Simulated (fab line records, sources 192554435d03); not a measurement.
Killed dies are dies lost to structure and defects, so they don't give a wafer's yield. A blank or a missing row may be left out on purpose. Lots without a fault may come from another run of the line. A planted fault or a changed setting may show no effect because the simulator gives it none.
Chamber matching | flow n5_finfet | N5_BEOL_M1_CMP_52 on cmp-04: 4 sister chambers
The step polishes, stops on SiOC, t overpolish 6.8 s, target thk 40 nm. 4 wafers are shown with their chamber, then 10 later ones without.

WAFERS WITH THEIR CHAMBER
wafer  | chamber | motor_current_A (A)
L075.4 | 1       | 5.7
L089.2 | 3       | 6.6
L090.2 | 2       | 5.6
L090.3 | 0       | 5.2

WAFERS WITHOUT THEIR CHAMBER
wafer  | motor_current_A (A)
L090.4 | 5.9
L093.1 | 5.8
L093.3 | 6.1
L093.4 | 4.9
L094.1 | 5.6
L094.3 | 6.6
L094.5 | 5.9
L097.4 | 5.1
L097.5 | 4.9
L097.6 | 5.8

WHICH CHAMBER EACH WENT THROUGH
wafer  | from the rows above          | in truth
L090.4 | can't be placed: 1 or 2      | 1
L093.1 | can't be placed: 1 or 2      | 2
L093.3 | can't be placed: 1 or 2 or 3 | 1
L093.4 | can't be placed: 0 or 2      | 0
L094.1 | can't be placed: 2 or 1 or 0 | 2
L094.3 | 3                            | 3
L094.5 | can't be placed: 1 or 2      | 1
L097.4 | can't be placed: 0 or 2      | 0
L097.5 | can't be placed: 0 or 2      | 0
L097.6 | can't be placed: 1 or 2      | 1
Placed correctly: 1 of 10. Can't be placed from these rows: 9 (the true chamber is among the candidates in 9). Placed wrongly: 0.
How it was worked out, from the rows above alone: a wafer's distance from a chamber is the root of the sum, over the readings, of the square of ((its reading less the chamber's mean) divided by the reading's scatter). The wafer belongs to the nearest chamber; if the next one is less than 2 further off, it can't be placed. A chamber's mean is the mean of its shown wafers. The scatter: with one shown wafer a chamber, the root of the mean of the squares of how far each hidden wafer lies from its nearest shown one.
